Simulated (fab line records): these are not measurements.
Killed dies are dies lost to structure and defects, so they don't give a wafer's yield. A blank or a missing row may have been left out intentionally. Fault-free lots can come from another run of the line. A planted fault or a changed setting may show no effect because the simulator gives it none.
Comparing a struck lot with a sound one / flow n5_finfet / 20 steps out of a route of 1938
Sound: these wafers, L905.4, L905.5, L905.6. Wafers struck: L911.2, L911.5, L911.6. Last of all comes the cause.
Per side, at each step with rows, come the tool, then ch with its chambers, and then its first start. Under that, the readings that differ: sound wafers / struck wafers / difference of the means / sigmas: that difference in standard deviations of wafers without a fault.
alike: words and numbers the same on both sides, and readings whose means are apart by under 2 such deviations; not compared: readings that were withheld, readings missing a value for some wafer, numbers with overlapping values and no deviation given by the record, and bounds like >300 which may hide the same value.
Wherever a step has rows on one side only, a row that says differs or no value, or a row with sigmas, the two part there. Numbers that don't overlap but have no deviation are shown without sigmas and don't part them. A reading missing from all wafers of one side parts the sides only when that side holds two or more wafers.

first, 8 steps without rows for these wafers: N5_BEOL_M7_CMP_52 (polishes, stops on SiCOH lowk, t overpolish 6.9 s, target thk 80 nm); N5_BEOL_M7_PRE_CLEAN_55 (time 15 s); N5_BEOL_M7_DEP_56 (deposits SiCN from 3MS/NH3, target thk 10 nm, time 17.5 s); N5_BEOL_M8_ILD_DEP_00 (deposits SiCOH lowk from DEMS/porogen, target thk 179.75 nm, time 33.4 s); N5_BEOL_M8_CURE_74 (cures SiCOH lowk, time 240 s); N5_BEOL_M8_PECVD_70 (deposits SiO2 from TEOS/O2, target thk 20 nm, time 22.7 s); N5_BEOL_M8_HM_DEP_02 (deposits TiN, target thk 20 nm); N5_BEOL_M8_COAT_59 (time 60 s, resist thk 100 nm).
N5_BEOL_M8_COAT_60: time 60 s, resist thk 35 nm.
  sound on litho_track-04 ch 0, day 10 17:32; struck on litho_track-04 ch 0, day 12 05:15
reading=spin_speed_rpm (rpm); sound=1499.9 1500.1 1500.0; struck=2032.5 2032.6 2033.0; difference=+532.7; sigmas=+99 or more
reading=model.SiARC_of_BEOL_M8_COAT_60.thk_nm (nm); sound=35 35 34.8; struck=30 30 30; difference=-5; sigmas=
  alike: dispense_pressure_kPa
then, 7 steps without rows for these wafers: N5_BEOL_M8_COAT_05 (resist thk 90 nm); N5_BEOL_M8_EBR_07; N5_BEOL_M8_SOFTBAKE_06 (time 60 s); N5_BEOL_M8_EXPOSE_08 (exposes mask M8); N5_BEOL_M8_PEB_09 (peb time 60 s); N5_BEOL_M8_DEVELOP_10 (develop time 30 s); N5_BEOL_M8_DESCUM_16 (chemistry O2, time 7.9 s).
N5_BEOL_M8_ETCH_61: etches SiARC in CF4, target depth 45.5 nm, time 75.8 s.
  sound on rie_diel-04 ch 2,3, day 10 18:02; struck on rie_diel-04 ch 2,3, day 12 05:37
reading=etch_rf_on_time_s (s); sound=74.5 74.4 74.3; struck=63.7 63.6 63.7; difference=-10.7; sigmas=-6
reading=model.etch.depth_nm (nm); sound=34.91 34.96 34.79; struck=30.08 29.95 30.06; difference=-4.86; sigmas=
reading=model.CAR-ArF_of_BEOL_M8_COAT_05.thk_nm (nm); sound=51.2 51.2 51.4; struck=55.4 55.6 55.6; difference=+4.3; sigmas=
  alike: drypump_motor_current_A, oes_product_au, rf_vpp_V, showerhead_plenum_p_Torr, throttle_valve_pct
  not compared: rf_hours_counter_h
N5_BEOL_M8_ETCH_62: etches SOC in N2/H2, target depth 110 nm, overetch 22 nm, time 165 s.
  sound on rie_diel-04 ch 2,3, day 10 18:05; struck on rie_diel-04 ch 2,3, day 12 05:40
reading=model.SiARC_of_BEOL_M8_COAT_60.thk_nm (nm); sound=28 28.2 27.8; struck=23.2 23.2 23.2; difference=-4.8; sigmas=
  alike: drypump_motor_current_A, n2_flow_sccm, oes_product_au, rf_vpp_V, showerhead_plenum_p_Torr, temp_c, throttle_valve_pct
  not compared: rf_hours_counter_h
then, 1 step without rows for these wafers: N5_BEOL_M8_STRIP_68 (strips in N2/H2).
-- a jump in the record: the struck wafers' starts before and after are 3 days apart (it breaks off in module BEOL_M8 and resumes in module PASSIVATION, where the first step shown is number 1936 of the route) --
N5_PASSIVATION_PROBE_49:
  record: rows for the struck wafers here (prober-02, day 15 09:59), none for the sound ones

## WHERE THEY PART
Earliest at N5_BEOL_M8_COAT_60; latest, in this record, at N5_PASSIVATION_PROBE_49.

WHY: the cause the simulator had injected
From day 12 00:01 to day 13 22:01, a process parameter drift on litho_track-04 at N5_BEOL_M8_COAT_60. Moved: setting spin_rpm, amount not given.
